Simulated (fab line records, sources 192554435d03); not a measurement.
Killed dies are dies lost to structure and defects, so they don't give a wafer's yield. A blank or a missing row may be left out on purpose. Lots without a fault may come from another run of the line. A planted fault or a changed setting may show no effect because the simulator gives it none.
Which tool did it? | flow n5_finfet | 24 lots, 72 wafers sampled, at 4 steps of a route of 1938

WHAT THE GAUGES READ, wafer by wafer
N5_FIN_SAQP_CD_MEAS_37: target cd 8 nm. Usual: cd_nm 8.20 nm, standard deviation 0.27.
lot  | measured    | on        | cd_nm (nm)     | flag
L074 | day 2 02:37 | cd_sem-01 | 7.75 8.12 8.70 |
L075 | day 2 13:41 | cd_sem-03 | 8.52 7.83 7.87 |
L076 | day 2 14:38 | cd_sem-02 | 8.10 7.88 8.14 |
L077 | day 2 22:34 | cd_sem-01 | 8.27 7.78 7.59 |
L078 | day 3 03:33 | cd_sem-02 | 8.25 8.03 8.11 |
L079 | day 3 07:49 | cd_sem-01 | 8.23 8.25 8.02 |
L080 | day 3 14:17 | cd_sem-03 | 8.16 8.52 7.96 |
L081 | day 3 19:59 | cd_sem-02 | 8.46 8.29 8.34 |
L082 | day 4 01:31 | cd_sem-03 | 7.93 8.19 8.00 |
L083 | day 4 08:33 | cd_sem-02 | 8.01 8.31 8.01 |
L084 | day 4 14:26 | cd_sem-03 | 7.88 8.18 8.33 |
L085 | day 4 20:40 | cd_sem-03 | 8.41 8.32 8.54 |
L086 | day 5 07:17 | cd_sem-02 | 8.05 8.17 8.46 |
L087 | day 5 11:08 | cd_sem-02 | 8.25 8.34 7.82 |
L088 | day 5 15:37 | cd_sem-02 | 8.21 8.19 8.70 |
L089 | day 5 23:19 | cd_sem-01 | 8.39 8.24 8.48 |
L090 | day 6 01:45 | cd_sem-03 | 8.50 8.28 8.09 |
L091 | day 6 08:02 | cd_sem-03 | 7.89 7.72 8.32 |
L092 | day 6 15:50 | cd_sem-03 | 8.02 8.71 8.36 |
L093 | day 6 20:23 | cd_sem-01 | 8.04 8.46 8.45 |
L094 | day 7 02:50 | cd_sem-02 | 8.78 7.73 7.99 |
L095 | day 7 08:20 | cd_sem-03 | 8.38 8.07 8.35 |
L096 | day 7 13:50 | cd_sem-02 | 8.48 8.31 8.05 |
L097 | day 7 23:06 | cd_sem-03 | 8.29 8.19 8.16 |

N5_DUMMY_GATE_OVL_MEAS_16. Usual: GATE_OVL -0.4 nm, standard deviation 0.64.
lot  | measured    | on         | GATE_OVL (nm)  | flag
L074 | day 3 02:23 | overlay-01 | -0.4 -0.6 -0.5 |
L075 | day 3 16:04 | overlay-02 | -0.4 -0.8 -0.1 |
L076 | day 3 12:14 | overlay-02 | -0.1 -0.1 -0.5 |
L077 | day 3 22:08 | overlay-01 | -0.8 -1.1 0.1  |
L078 | day 4 02:04 | overlay-02 | -0.5 -0.1 0.0  |
L079 | day 4 03:36 | overlay-02 | 0.6 -0.7 0.4   |
L080 | day 4 10:05 | overlay-02 | -0.6 0.0 0.5   |
L081 | day 4 14:53 | overlay-02 | 0.1 0.7 0.0    |
L082 | day 4 20:49 | overlay-01 | -0.6 -0.8 -0.9 |
L083 | day 5 04:23 | overlay-02 | 0.1 -0.8 0.3   |
L084 | day 5 09:23 | overlay-01 | -1.0 -0.8 0.0  |
L085 | day 5 19:54 | overlay-02 | 0.9 0.5 1.0    |
L086 | day 6 07:46 | overlay-01 | -0.7 -0.1 -0.2 |
L087 | day 6 10:41 | overlay-02 | 0.1 -1.4 -0.3  |
L088 | day 6 11:50 | overlay-01 | -3.0 -1.7 -1.4 |
L089 | day 6 19:35 | overlay-01 | -0.5 -1.6 -0.5 |
L090 | day 6 21:32 | overlay-01 | 0.8 0.2 0.4    |
L091 | day 7 07:18 | overlay-01 | -0.2 0.2 -0.6  |
L092 | day 7 11:25 | overlay-01 | -1.0 -1.3 -0.8 |
L093 | day 7 15:23 | overlay-01 | 0.1 -0.1 0.0   |
L094 | day 7 21:54 | overlay-02 | -0.6 -1.2 -1.6 |
L095 | day 8 04:26 | overlay-02 | -0.6 -1.3 -1.2 |
L096 | day 8 09:45 | overlay-01 | -0.3 -0.1 -0.2 |
L097 | day 8 18:31 | overlay-02 | -0.4 -0.3 -0.4 |

WHICH TOOL RAN EACH LOT (tool, then ch and the chambers of the sampled wafers, then the start)
lot  | N5_FIN_SAQP_SPACER2_ALD_28       | N5_STI_FIN_REVEAL_ETCH_34
L074 | ald_sin-02 ch 1,2, day 2 01:38   | rie_si-01 ch 1,2, day 2 12:37
L075 | ald_sin-03 ch 0,1,3, day 2 12:43 | rie_si-01 ch 0,1,2, day 3 00:19
L076 | ald_sin-03 ch 0,2, day 2 13:40   | rie_si-01 ch 0,1,3, day 3 01:13
L077 | ald_sin-01 ch 1,2, day 2 21:28   | rie_si-04 ch 1,2, day 3 08:46
L078 | ald_sin-03 ch 0,2,3, day 3 02:34 | rie_si-01 ch 1,2, day 3 13:02
L079 | ald_sin-02 ch 1,3, day 3 06:49   | rie_si-06 ch 1,3, day 3 18:04
L080 | ald_sin-02 ch 2,3, day 3 13:19   | rie_si-06 ch 0,3, day 3 23:59
L081 | ald_sin-03 ch 0,2, day 3 18:50   | rie_si-01 ch 0,2,3, day 4 05:31
L082 | ald_sin-03 ch 0,1,2, day 4 00:29 | rie_si-01 ch 0,2,3, day 4 11:36
L083 | ald_sin-02 ch 0,2,3, day 4 07:29 | rie_si-01 ch 2,3, day 4 18:43
L084 | ald_sin-01 ch 0,1,3, day 4 13:07 | rie_si-01 ch 0,1, day 5 00:01
L085 | ald_sin-01 ch 1,3, day 4 19:34   | rie_si-06 ch 1,3, day 5 07:31
L086 | ald_sin-02 ch 1,3, day 5 05:47   | rie_si-06 ch 0,1,2, day 5 16:59
L087 | ald_sin-03 ch 0,1,2, day 5 10:01 | rie_si-06 ch 1,2, day 5 20:46
L088 | ald_sin-03 ch 1,2,3, day 5 14:38 | rie_si-06 ch 2,3, day 6 01:24
L089 | ald_sin-01 ch 0,1,2, day 5 22:04 | rie_si-01 ch 1,2,3, day 6 09:13
L090 | ald_sin-02 ch 1,3, day 6 00:46   | rie_si-01 ch 1,2,3, day 6 12:08
L091 | ald_sin-02 ch 1,2, day 6 07:02   | rie_si-06 ch 0,2,3, day 6 18:15
L092 | ald_sin-02 ch 0,2,3, day 6 14:52 | rie_si-04 ch 1,2, day 7 02:05
L093 | ald_sin-02 ch 0,1,2, day 6 19:20 | rie_si-06 ch 0,1,2, day 7 06:03
L094 | ald_sin-02 ch 1,2,3, day 7 01:43 | rie_si-01 ch 0,1,3, day 7 12:41
L095 | ald_sin-03 ch 0,1,3, day 7 07:22 | rie_si-06 ch 1,2,3, day 7 18:36
L096 | ald_sin-02 ch 0,1,3, day 7 12:52 | rie_si-06 ch 0,2,3, day 7 23:34
L097 | ald_sin-03 ch 0,3, day 7 22:07   | rie_si-06 ch 0,2,3, day 8 08:44
- N5_FIN_SAQP_SPACER2_ALD_28: deposits SiO2, target thk 8.1 nm, pulse time 1 s, purge time 2 s.
- N5_STI_FIN_REVEAL_ETCH_34: etches Si in H2, material Si, target depth 0.97 nm.

WHAT THE TOOLS THEMSELVES READ (means of the sampled wafers that have a number; where no wafer has one, the mark that the record gives instead)
N5_FIN_SAQP_SPACER2_ALD_28. Usual: heater_power_w 473 W, standard deviation 35; precursor_pulse_height_rel 0.998, standard deviation 0.019.
lot  | tool       | heater_power_w (W) | precursor_pulse_height_rel | flag
L074 | ald_sin-02 | 470                | 1.007                      |
L075 | ald_sin-03 | 489                | 1.005                      |
L076 | ald_sin-03 | 437                | 1.004                      |
L077 | ald_sin-01 | 439                | 1.016                      |
L078 | ald_sin-03 | 457                | 1.006                      |
L079 | ald_sin-02 | 494                | 0.989                      |
L080 | ald_sin-02 | 489                | 0.992                      |
L081 | ald_sin-03 | 431                | 0.986                      |
L082 | ald_sin-03 | 463                | 0.999                      |
L083 | ald_sin-02 | 510                | 1.003                      |
L084 | ald_sin-01 | 470                | 1.000                      |
L085 | ald_sin-01 | 490                | 0.984                      |
L086 | ald_sin-02 | 480                | 0.994                      |
L087 | ald_sin-03 | 442                | 0.999                      |
L088 | ald_sin-03 | 439                | 1.006                      |
L089 | ald_sin-01 | 464                | 0.995                      |
L090 | ald_sin-02 | 496                | 0.972                      |
L091 | ald_sin-02 | 474                | 1.017                      |
L092 | ald_sin-02 | 513                | 1.009                      |
L093 | ald_sin-02 | 495                | 1.009                      |
L094 | ald_sin-02 | 485                | 0.985                      |
L095 | ald_sin-03 | 463                | 0.991                      |
L096 | ald_sin-02 | 497                | 1.000                      |
L097 | ald_sin-03 | 475                | 0.988                      |

N5_STI_FIN_REVEAL_ETCH_34. Usual: drypump_motor_current_A 5.77 A, standard deviation 0.25; oes_product_au 1.006 a.u., standard deviation 0.018; throttle_valve_pct 25.70 %, standard deviation 0.29.
lot  | tool      | drypump_motor_current_A (A) | oes_product_au (a.u.) | throttle_valve_pct (%) | flag
L074 | rie_si-01 | 5.87                        | 1.008                 | 25.82                  |
L075 | rie_si-01 | 5.72                        | 1.011                 | 25.90                  |
L076 | rie_si-01 | 5.66                        | 0.998                 | 25.99                  |
L077 | rie_si-04 | 6.06                        | 0.979                 | 25.49                  |
L078 | rie_si-01 | 5.79                        | 1.005                 | 25.97                  |
L079 | rie_si-06 | 5.53                        | 1.006                 | 25.41                  |
L080 | rie_si-06 | 5.77                        | 1.016                 | 25.74                  |
L081 | rie_si-01 | 5.72                        | 1.010                 | 25.86                  |
L082 | rie_si-01 | 5.71                        | 1.013                 | 25.85                  |
L083 | rie_si-01 | 5.71                        | 1.004                 | 25.83                  |
L084 | rie_si-01 | 5.71                        | 0.995                 | 26.06                  |
L085 | rie_si-06 | 5.69                        | 1.017                 | 25.53                  |
L086 | rie_si-06 | 5.68                        | 1.009                 | 25.51                  |
L087 | rie_si-06 | 5.63                        | 1.001                 | 25.29                  |
L088 | rie_si-06 | 5.93                        | 1.005                 | 25.53                  |
L089 | rie_si-01 | 5.76                        | 1.008                 | 25.91                  |
L090 | rie_si-01 | 5.74                        | 1.011                 | 25.91                  |
L091 | rie_si-06 | 5.84                        | 1.004                 | 25.62                  |
L092 | rie_si-04 | 6.07                        | 0.991                 | 25.49                  |
L093 | rie_si-06 | 5.69                        | 0.999                 | 25.49                  |
L094 | rie_si-01 | 5.64                        | 1.009                 | 26.00                  |
L095 | rie_si-06 | 5.77                        | 1.001                 | 25.41                  |
L096 | rie_si-06 | 5.83                        | 1.007                 | 25.62                  |
L097 | rie_si-06 | 5.83                        | 1.006                 | 25.62                  |

THE ANSWER, worked out from the rows above alone
Rule: a lot is off if the mean of its wafers that have a number lies more than 3 standard deviations from the usual mean. A lot without any number at a reading at which 4 lots or more have one is off too. The other lots that the step has rows for count as sound. The gauges are gone through in route order, then the tools' own readings, and for those a lot's mean is taken as printed above. The first step at which some lot is off is used, and at that step the reading that is off furthest; a lot without a number counts as furthest.
No lot is off at any reading shown: from this, nothing can be told.

WHAT THE SIMULATOR HAD PUT IN
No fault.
